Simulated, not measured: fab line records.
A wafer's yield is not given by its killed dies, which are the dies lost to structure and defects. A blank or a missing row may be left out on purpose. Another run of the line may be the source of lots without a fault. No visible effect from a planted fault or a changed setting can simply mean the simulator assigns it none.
Chamber matching + flow nandHarc + rieDiel-06 running NHARC_P_M0_DESCUM_14: 4 sister chambers
The step chemistry O2, time 3 s. 8 wafers are shown with their chamber, then 12 later ones without.

WAFERS WITH THEIR CHAMBER
| wafer  | chamber | showerheadPlenumPTorr (Torr) | drypumpMotorCurrentA (A) |
|--------|---------|------------------------------|--------------------------|
| L082.5 | 2       | 1.91                         | 5.7                      |
| L083.3 | 3       | 1.86                         | 5.1                      |
| L083.5 | 3       | 1.86                         | 5.1                      |
| L084.3 | 0       | 1.77                         | 5.8                      |
| L084.5 | 0       | 1.77                         | 5.8                      |
| L091.4 | 1       | 1.84                         | 5.2                      |
| L091.5 | 2       | 1.90                         | 5.8                      |
| L091.6 | 1       | 1.84                         | 5.2                      |

WAFERS MISSING THEIR CHAMBER
| wafer  | showerheadPlenumPTorr (Torr) | drypumpMotorCurrentA (A) |
|--------|------------------------------|--------------------------|
| L093.1 | 1.77                         | 5.8                      |
| L093.4 | 1.77                         | 5.8                      |
| L093.5 | 1.86                         | 5.1                      |
| L095.1 | 1.90                         | 5.8                      |
| L095.2 | 1.77                         | 5.8                      |
| L095.3 | 1.86                         | 5.1                      |
| L095.4 | 1.84                         | 5.3                      |
| L095.5 | 1.76                         | 5.8                      |
| L095.6 | 1.86                         | 5.1                      |
| L097.1 | 1.85                         | 5.2                      |
| L097.3 | 1.90                         | 5.8                      |
| L097.4 | 1.76                         | 5.8                      |

EACH ONE'S CHAMBER
| wafer  | from the rows above     | in truth |
|--------|-------------------------|----------|
| L093.1 | 0                       | 0        |
| L093.4 | 0                       | 0        |
| L093.5 | 3                       | 3        |
| L095.1 | 2                       | 2        |
| L095.2 | 0                       | 0        |
| L095.3 | 3                       | 3        |
| L095.4 | 1                       | 1        |
| L095.5 | 0                       | 0        |
| L095.6 | 3                       | 3        |
| L097.1 | can't be placed: 1 or 3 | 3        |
| L097.3 | 2                       | 2        |
| L097.4 | 0                       | 0        |
Placed correctly: 11 of 12. These rows do not allow placing 1 (true chamber among the candidates in 1). Wrongly placed: 0.
How it was worked out, from the rows above alone: a wafer's distance from a chamber is the root of the sum, over the readings, of the square of ((its reading less the chamber's mean) divided by the reading's scatter). The wafer belongs to the nearest chamber; if the next one is less than 2 further off, it can't be placed. A chamber's mean is the mean of its shown wafers. How the scatter is found: for the shown wafers, subtract from each reading the mean of its chamber, square and add these, divide the total by (wafers less chambers), then take the root.
